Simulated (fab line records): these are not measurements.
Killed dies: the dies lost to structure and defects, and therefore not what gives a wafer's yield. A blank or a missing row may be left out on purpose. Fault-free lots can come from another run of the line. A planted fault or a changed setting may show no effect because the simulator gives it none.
8D (eight disciplines) problem report, filled in by code / flow n5 finfet / the parts of the form that need people (team, actions taken, sign-off) are left out

== 1. WHAT IS WRONG ==
Mean of barrier field endpoint s at N5_BEOL_M15_CMP_49: 16.61 s across 9 wafers in 3 lots; on wafers with no fault it is 11.31 s (standard deviation 0.26). Relative to the usual mean, that is a shift of +20 standard deviations.
The step: polishes, stops on SiO2, t overpolish 4.9 s, target thk 850 nm.
Seen first at day 16 14:02 on cmp-01, wafer L264.2. At this step, 33 wafers from 11 lots have a number in the record. Rule for "out" (also "out of limits"): further than 4 standard deviations from the usual mean. All remaining wafers that have a number are taken as sound.

== 2. WHAT IT IS; WHAT IT IS NOT ==
question=which readings at this step | is=barrier field endpoint s | is not=-
question=which lots | is=L264, L267, L268 | is not=L259, L261, L263, L266, L269, L270, L272, L276
question=which wafers of those lots | is=all that have a number | is not=-
question=read on which tools | is=cmp-01, cmp-03 | is not=cmp-02
question=when | is=from day 16 14:02 | is not=up to then (12 sound wafers); but 12 sound wafers of L269, L270, L272, L276 came after

== 3. WHAT RULES OUT EACH SUSPECT ==
Counting: a tool at a process step up to the reading stays a suspect if it ran every lot that is out and no sound lot after the first of them.
- pvd sputter-01 at N5_BEOL_M15_SPUTTER_43 (material TaN, target thk 15 nm, time 24.19 s): kept. Every lot that is out went through it, starting with L264 (day 16 13:13), and after that it ran no sound lot; the last sound lot it ran before then is L266 (day 16 06:56).
- pvd sputter-01 at N5_BEOL_M15_SPUTTER_44 (material Ta, target thk 15 nm, time 24.19 s): kept. Every lot that is out went through it, starting with L264 (day 16 13:17), and after that it ran no sound lot; the last sound lot it ran before then is L266 (day 16 07:01).
After counting, pvd sputter-01 at N5_BEOL_M15_SPUTTER_43 and pvd sputter-01 at N5_BEOL_M15_SPUTTER_44 remain.

== 4. THE CAUSE (what the simulator had put in) ==
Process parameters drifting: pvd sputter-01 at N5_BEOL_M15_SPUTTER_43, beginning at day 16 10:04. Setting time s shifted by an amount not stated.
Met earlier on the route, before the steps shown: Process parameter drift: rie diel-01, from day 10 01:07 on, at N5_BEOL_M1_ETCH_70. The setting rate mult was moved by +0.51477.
Counting left 2 suspects, and this tool is among them.

== 5. SEQUENCE OF EFFECTS, ordered by route ==
Each row: a reading where the mean over the struck wafers with a number is more than 3 standard deviations away from the usual. Readings are gone through only where the record gives a usual standard deviation; hours: the median, over the lots, of the time from a lot's start at the first step in this table giving one to that lot's start at this step; sigmas: the change measured in usual standard deviations.
hours=0; step=N5_BEOL_M15_CMP_49; reading=barrier field endpoint s; usual=11.31 s; on struck wafers=16.61; change=+5.30; sigmas=+20
It contains these process steps:
- N5_BEOL_M15_CMP_49: polishes, stops on SiO2, t overpolish 4.9 s, target thk 850 nm.

== 6. WHAT WOULD HAVE CAUGHT IT SOONER ==
4 hours passed between the start of the fault at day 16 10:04 and the first reading out of limits in this record, taken at day 16 14:02.
No tool reading at N5_BEOL_M15_SPUTTER_43 that has a usual standard deviation in the record was out on any struck wafer, so an alarm limit of 4 standard deviations on those readings would not have fired.
L267, L268, from the lots that are out (3), started N5_BEOL_M15_SPUTTER_43 on pvd sputter-01 later than day 16 14:02. A hold on the tool at that time would have spared those 2.
